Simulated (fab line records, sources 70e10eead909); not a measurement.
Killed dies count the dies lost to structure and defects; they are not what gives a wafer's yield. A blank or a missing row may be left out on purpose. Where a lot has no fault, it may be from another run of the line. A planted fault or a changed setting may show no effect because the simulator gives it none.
Chamber matching ; flow nand-harc ; NHARC_P_GATE_DESCUM_13 on rie-diel-08 has 4 sister chambers
The step chemistry O2, time 3 s. 39 wafers are shown with their chamber, then 12 later ones without.

## EACH WAFER AND ITS CHAMBER
wafer;chamber;showerhead-plenum-p-Torr (Torr);oes-product-au (a.u.);rf-vpp-V (V)
L074.3;1;2.01;1.001;57.8
L074.5;1;2.01;1.011;58.7
L074.6;2;1.81;1.010;57.1
L074.1;3;1.90;1.001;57.3
L074.2;2;1.81;1.005;56.8
L074.4;0;1.96;1.003;57.6
L076.2;3;1.90;1.005;56.6
L076.3;1;2.01;1.008;57.5
L076.6;0;1.96;1.018;58.9
L081.2;1;2.01;0.992;57.1
L081.4;3;1.89;1.006;56.7
L081.5;2;1.80;1.009;58.6
L081.1;0;1.96;1.008;58.0
L081.3;2;1.80;1.003;55.9
L081.6;1;2.01;0.994;57.1
L083.2;1;2.01;0.998;58.6
L083.4;2;1.80;1.010;58.1
L083.5;2;1.80;1.013;57.1
L084.1;3;1.89;1.005;59.0
L084.2;2;1.80;1.004;57.8
L084.4;0;1.96;1.017;58.1
L087.1;3;1.89;0.996;57.9
L087.2;0;1.96;0.990;58.1
L087.3;1;2.01;0.995;57.8
L089.1;0;1.96;1.005;58.6
L089.2;2;1.80;1.005;57.2
L089.5;0;1.96;0.992;58.3
L090.2;0;1.96;1.001;56.9
L090.5;3;1.89;1.007;59.0
L090.6;0;1.96;1.010;58.5
L092.1;3;1.89;0.997;58.1
L092.4;1;2.00;1.015;58.6
L092.6;2;1.80;1.010;56.4
L093.2;0;1.96;1.010;57.3
L093.3;1;2.00;0.990;56.7
L093.5;1;2.00;0.998;57.9
L095.2;2;1.80;1.005;56.8
L095.3;3;1.89;1.004;56.6
L095.6;3;1.89;1.008;57.4

SIGNATURES (averages over the wafers above)
reading;chamber 0;chamber 1;chamber 2;chamber 3;scatter within a chamber
showerhead-plenum-p-Torr;1.9600;2.0070;1.8020;1.8922;0.00388
oes-product-au;1.00540;1.00020;1.00740;1.00322;0.00692
rf-vpp-V;58.030;57.780;57.180;57.622;0.77
Rule: a wafer lies at a distance from a chamber equal to the root of the sum of squares, over the readings, of (its reading less the chamber's mean, divided by the reading's scatter). If the next closest chamber is less than 2 further off than the closest, the wafer can't be placed; otherwise it belongs to the closest. The scatter: the root of (the sum of the squares of (reading less its chamber's mean) over the shown wafers, divided by (wafers less chambers)).

## WAFERS WITHOUT THEIR CHAMBER
wafer;showerhead-plenum-p-Torr (Torr);oes-product-au (a.u.);rf-vpp-V (V)
L095.1;2.00;1.006;57.4
L095.4;1.96;0.996;57.8
L095.5;1.96;0.998;59.3
L097.1;1.96;1.001;57.9
L097.2;1.89;1.006;57.9
L097.5;2.00;1.000;58.1
L097.3;2.00;1.002;58.8
L097.4;1.80;1.018;57.6
L097.6;1.96;0.992;59.4
L096.2;1.89;1.005;58.2
L096.3;1.96;0.991;57.2
L096.6;1.80;1.000;55.7

## EACH ONE'S CHAMBER
wafer;from the rows above;in truth
L095.1;1;1
L095.4;0;0
L095.5;0;0
L097.1;0;0
L097.2;3;3
L097.5;1;1
L097.3;1;1
L097.4;2;2
L097.6;0;0
L096.2;3;3
L096.3;0;0
L096.6;2;2
Placed correctly: 12 of 12. Not placeable from these rows: 0. 0 placed wrongly.
